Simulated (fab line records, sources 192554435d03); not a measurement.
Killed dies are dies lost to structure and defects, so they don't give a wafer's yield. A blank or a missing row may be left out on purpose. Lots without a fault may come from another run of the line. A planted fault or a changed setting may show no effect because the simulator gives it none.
Chamber matching | flow n5_finfet | N5_BEOL_M1_CO_CAP_55 on cvd_co-02: 3 sister chambers
The step material Co, precursor CCTBA/H2, target thk 2 nm, time 102.1 s. 6 wafers are shown with their chamber, then 10 later ones without.

WAFERS WITH THEIR CHAMBER
wafer  | chamber | heater_power_w (W)
L087.3 | 2       | 237
L088.1 | 1       | 250
L088.3 | 0       | 247
L088.5 | 0       | 249
L094.1 | 2       | 246
L094.2 | 1       | 255

WAFERS WITHOUT THEIR CHAMBER
wafer  | heater_power_w (W)
L094.3 | 254
L094.4 | 259
L094.5 | 259
L094.6 | 246
L095.1 | 259
L095.4 | 241
L095.6 | 255
L097.1 | 257
L097.2 | 252
L097.5 | 254

WHICH CHAMBER EACH WENT THROUGH
wafer  | from the rows above          | in truth
L094.3 | can't be placed: 1 or 0      | 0
L094.4 | can't be placed: 1 or 0      | 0
L094.5 | can't be placed: 1 or 0      | 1
L094.6 | can't be placed: 0 or 2 or 1 | 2
L095.1 | can't be placed: 1 or 0      | 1
L095.4 | can't be placed: 2 or 0      | 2
L095.6 | can't be placed: 1 or 0      | 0
L097.1 | can't be placed: 1 or 0      | 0
L097.2 | can't be placed: 1 or 0      | 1
L097.5 | can't be placed: 1 or 0      | 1
Placed correctly: 0 of 10. Can't be placed from these rows: 10 (the true chamber is among the candidates in 10). Placed wrongly: 0.
How it was worked out, from the rows above alone: a wafer's distance from a chamber is the root of the sum, over the readings, of the square of ((its reading less the chamber's mean) divided by the reading's scatter). The wafer belongs to the nearest chamber; if the next one is less than 2 further off, it can't be placed. A chamber's mean is the mean of its shown wafers. The scatter: the root of (the sum of the squares of (reading less its chamber's mean) over the shown wafers, divided by (wafers less chambers)).
